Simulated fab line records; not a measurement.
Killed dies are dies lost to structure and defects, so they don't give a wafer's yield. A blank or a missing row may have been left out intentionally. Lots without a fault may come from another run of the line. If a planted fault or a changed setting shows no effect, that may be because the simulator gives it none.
Which tool is to blame? | flow n5_finfet | 10 lots with 30 wafers sampled at 5 steps, on a route of 1938 steps

WHAT THE GAUGES READ, wafer by wafer
N5_BEOL_M4_RC_MEAS_101.
lot  | measured     | on        | DIBL_N (mV/V)  | DIBL_P (mV/V)  | IOFF_N (nA/um)    | IOFF_P (nA/um) | ION_N (uA/um) | ION_P (uA/um) | SS_N (mV/dec)  | SS_P (mV/dec)  | VT_N (mV)         | VT_P (mV)
L630 | day 7 22:14  | prober-01 | 33.2 34.0 32.9 | 33.2 35.0 32.9 | 0.118 0.134 0.122 | 0.19 0.22 0.19 | 664 661 661   | 460 466 459   | 70.7 71.5 71.3 | 72.6 73.1 72.2 | 253.6 251.4 250.9 | -248 -249 -250
L633 | day 8 15:06  | prober-02 | 33.5 35.2 37.1 | 30.8 33.0 34.6 | 0.133 0.156 0.187 | 0.20 0.23 0.26 | 683 686 677   | 480 476 471   | 70.9 70.7 72.3 | 72.1 72.6 73.4 | 249.5 249.5 245.7 | -248 -246 -244
L639 | day 10 04:53 | prober-02 | 35.7 33.3 36.9 | 35.6 33.7 36.3 | 0.161 0.131 0.187 | 0.20 0.17 0.21 | 671 672 679   | 455 459 455   | 71.8 70.0 71.9 | 72.6 72.1 73.8 | 251.7 255.0 249.4 | -250 -253 -249
L640 | day 10 11:17 | prober-02 | 37.7 37.4 36.4 | 36.6 37.4 35.7 | 0.169 0.162 0.149 | 0.22 0.24 0.21 | 674 676 675   | 460 470 462   | 71.1 71.4 71.5 | 73.6 72.9 73.1 | 249.1 249.4 248.8 | -251 -247 -248
L643 | day 11 04:47 | prober-02 | 36.8 35.7 36.5 | 38.0 36.2 37.4 | 0.164 0.139 0.158 | 0.26 0.22 0.25 | 664 675 678   | 462 471 469   | 71.3 71.6 70.7 | 73.9 72.9 74.2 | 248.3 252.3 249.6 | -246 -250 -245
L645 | day 11 15:17 | prober-01 | 39.8 38.1 38.0 | 39.4 36.4 36.1 | 0.213 0.185 0.174 | 0.26 0.20 0.19 | 686 687 683   | 463 461 456   | 72.4 71.5 71.9 | 75.0 73.2 73.5 | 248.3 247.3 248.9 | -249 -253 -253
L647 | day 12 12:33 | prober-02 | 35.1 38.1 35.5 | 36.0 38.5 36.5 | 0.152 0.243 0.172 | 0.20 0.25 0.20 | 684 688 685   | 468 466 461   | 71.3 72.3 72.0 | 72.8 73.2 72.8 | 249.8 242.1 246.1 | -252 -249 -249
L632 | day 13 19:43 | prober-02 | 35.2 34.6 35.8 | 36.1 35.4 36.3 | 0.172 0.143 0.170 | 0.23 0.23 0.24 | 691 664 680   | 479 471 468   | 71.9 71.3 71.6 | 73.7 73.3 74.1 | 247.3 251.2 250.4 | -247 -246 -246
L651 | day 13 21:15 | prober-01 | 37.1 35.3 36.2 | 36.8 34.9 36.0 | 0.195 0.147 0.178 | 0.23 0.19 0.22 | 678 672 677   | 461 457 463   | 71.9 71.5 72.2 | 72.9 72.3 72.4 | 247.2 251.9 249.4 | -250 -253 -250
L653 | day 14 16:55 | prober-02 | 34.9 40.0 37.2 | 33.0 39.2 35.1 | 0.124 0.210 0.147 | 0.19 0.30 0.23 | 667 684 675   | 465 473 478   | 70.6 71.4 70.6 | 72.9 75.1 73.6 | 250.1 246.3 249.8 | -249 -246 -248

WHAT TOOL EACH LOT RAN ON (gives the tool, then ch and the chambers of the sampled wafers, and finally the start)
lot  | N5_BEOL_M2_SPUTTER_90        | N5_BEOL_M2_ANNEAL_91         | N5_BEOL_M2_SPUTTER_96        | N5_BEOL_M2_ANNEAL_51
L630 | pvd_sputter-01, day 7 00:34  | pvd_sputter-01, day 7 00:38  | pvd_sputter-01, day 7 01:13  | rtp_anneal-01 ch 0, day 7 01:25
L633 | pvd_sputter-03, day 7 14:19  | pvd_sputter-03, day 7 14:23  | pvd_sputter-03, day 7 14:58  | rtp_anneal-02 ch 0, day 7 15:10
L639 | pvd_sputter-01, day 9 03:10  | pvd_sputter-01, day 9 03:14  | pvd_sputter-01, day 9 03:49  | rtp_anneal-02 ch 0, day 9 04:04
L640 | pvd_sputter-03, day 9 08:09  | pvd_sputter-03, day 9 08:14  | pvd_sputter-03, day 9 08:49  | rtp_anneal-02 ch 0, day 9 09:00
L643 | pvd_sputter-03, day 10 03:32 | pvd_sputter-03, day 10 03:37 | pvd_sputter-03, day 10 04:12 | rtp_anneal-02 ch 0, day 10 04:25
L645 | pvd_sputter-01, day 10 06:17 | pvd_sputter-01, day 10 06:22 | pvd_sputter-01, day 10 06:57 | rtp_anneal-01 ch 0, day 10 07:14
L647 | pvd_sputter-01, day 10 23:23 | pvd_sputter-01, day 10 23:28 | pvd_sputter-01, day 11 00:02 | rtp_anneal-01 ch 0, day 11 00:14
L632 | pvd_sputter-01, day 12 11:56 | pvd_sputter-01, day 12 12:01 | pvd_sputter-01, day 12 12:35 | rtp_anneal-02 ch 0, day 12 12:53
L651 | pvd_sputter-02, day 12 16:57 | pvd_sputter-02, day 12 17:02 | pvd_sputter-02, day 12 17:37 | rtp_anneal-01 ch 0, day 12 17:53
L653 | pvd_sputter-03, day 13 09:17 | pvd_sputter-03, day 13 09:22 | pvd_sputter-03, day 13 09:57 | rtp_anneal-02 ch 0, day 13 10:09
- N5_BEOL_M2_SPUTTER_90: material Cu, target thk 4.5 nm, time 8.29 s.
- N5_BEOL_M2_ANNEAL_91: time 240 s.
- N5_BEOL_M2_SPUTTER_96: material Cu, target thk 4.5 nm, time 8.29 s.
- N5_BEOL_M2_ANNEAL_51: time 90 s.

WHAT THE TOOLS THEMSELVES READ (means of the sampled wafers that have a number; where no wafer has one, the mark that the record gives instead)
N5_BEOL_M2_SPUTTER_90.
lot  | tool           | chamber_pressure_pa (Pa) | chuck_sensor_temp_C (C) | throttle_valve_pct (%)
L630 | pvd_sputter-01 | 0.07000                  | -15.9                   | 29.1
L633 | pvd_sputter-03 | 0.06993                  | -15.9                   | 28.1
L639 | pvd_sputter-01 | 0.07005                  | -16.3                   | 29.1
L640 | pvd_sputter-03 | 0.06989                  | -15.8                   | 28.1
L643 | pvd_sputter-03 | 0.06999                  | -15.9                   | 28.3
L645 | pvd_sputter-01 | 0.06999                  | -16.0                   | 29.8
L647 | pvd_sputter-01 | 0.07018                  | -16.0                   | 29.8
L632 | pvd_sputter-01 | 0.07007                  | -15.9                   | 29.0
L651 | pvd_sputter-02 | 0.06989                  | -16.1                   | 30.4
L653 | pvd_sputter-03 | 0.07004                  | -15.8                   | 29.1

N5_BEOL_M2_ANNEAL_91.
lot  | tool           | heater_power_w (W)
L630 | pvd_sputter-01 | 802
L633 | pvd_sputter-03 | 795
L639 | pvd_sputter-01 | 845
L640 | pvd_sputter-03 | 793
L643 | pvd_sputter-03 | 781
L645 | pvd_sputter-01 | 805
L647 | pvd_sputter-01 | 815
L632 | pvd_sputter-01 | 809
L651 | pvd_sputter-02 | 825
L653 | pvd_sputter-03 | 813

N5_BEOL_M2_SPUTTER_96.
lot  | tool           | chamber_pressure_pa (Pa) | chuck_sensor_temp_C (C) | throttle_valve_pct (%)
L630 | pvd_sputter-01 | 0.07                     | -16.0                   | 29.0
L633 | pvd_sputter-03 | 0.07                     | -15.8                   | 28.0
L639 | pvd_sputter-01 | 0.07                     | -16.3                   | 29.1
L640 | pvd_sputter-03 | 0.07                     | -15.9                   | 28.3
L643 | pvd_sputter-03 | 0.07                     | -15.8                   | 28.3
L645 | pvd_sputter-01 | 0.07                     | -16.1                   | 29.9
L647 | pvd_sputter-01 | 0.07                     | -16.0                   | 29.8
L632 | pvd_sputter-01 | 0.07                     | -15.9                   | 28.9
L651 | pvd_sputter-02 | 0.07                     | -16.1                   | 30.4
L653 | pvd_sputter-03 | 0.07                     | -15.7                   | 29.2

N5_BEOL_M2_ANNEAL_51.
lot  | tool          | wafer_temp_C_max
L630 | rtp_anneal-01 | 226.1
L633 | rtp_anneal-02 | 225.7
L639 | rtp_anneal-02 | 228.2
L640 | rtp_anneal-02 | 228.2
L643 | rtp_anneal-02 | 227.9
L645 | rtp_anneal-01 | 226.2
L647 | rtp_anneal-01 | 226.0
L632 | rtp_anneal-02 | 225.8
L651 | rtp_anneal-01 | 226.0
L653 | rtp_anneal-02 | 225.8

THE ANSWER, worked out from the rows above alone
Rule: what is usual is taken from the lots themselves. Put in order of their means at a reading, lots are off if they are a third of the lots or fewer, leave a main group of 4 or more, and stand apart from it by a gap of 3 or more times the standard deviation of the main group's means; of several such gaps the widest counts. A main group is skipped when, at the precision printed for the reading in the tables above, its means are all equal. Also off: a lot with no number at a reading for which 4 or more lots have one. All remaining lots with rows at the step are treated as sound. After the gauges, taken in route order, come the tools' own readings; for these a lot's mean is taken, as printed above. The first step at which some lot is off is used, and at that step the reading that is off furthest; a lot without a number counts as furthest.
Off at N5_BEOL_M2_ANNEAL_51 (wafer_temp_C_max): L639, L640, L643. Main group: mean 225.9, sd 0.17.
A tool fits if, at that step or a process step before it, it ran every lot that is off, and no sound lot after the first of them. Not one of the candidates tried fits.

WHAT WAS PUT IN BY THE SIMULATOR
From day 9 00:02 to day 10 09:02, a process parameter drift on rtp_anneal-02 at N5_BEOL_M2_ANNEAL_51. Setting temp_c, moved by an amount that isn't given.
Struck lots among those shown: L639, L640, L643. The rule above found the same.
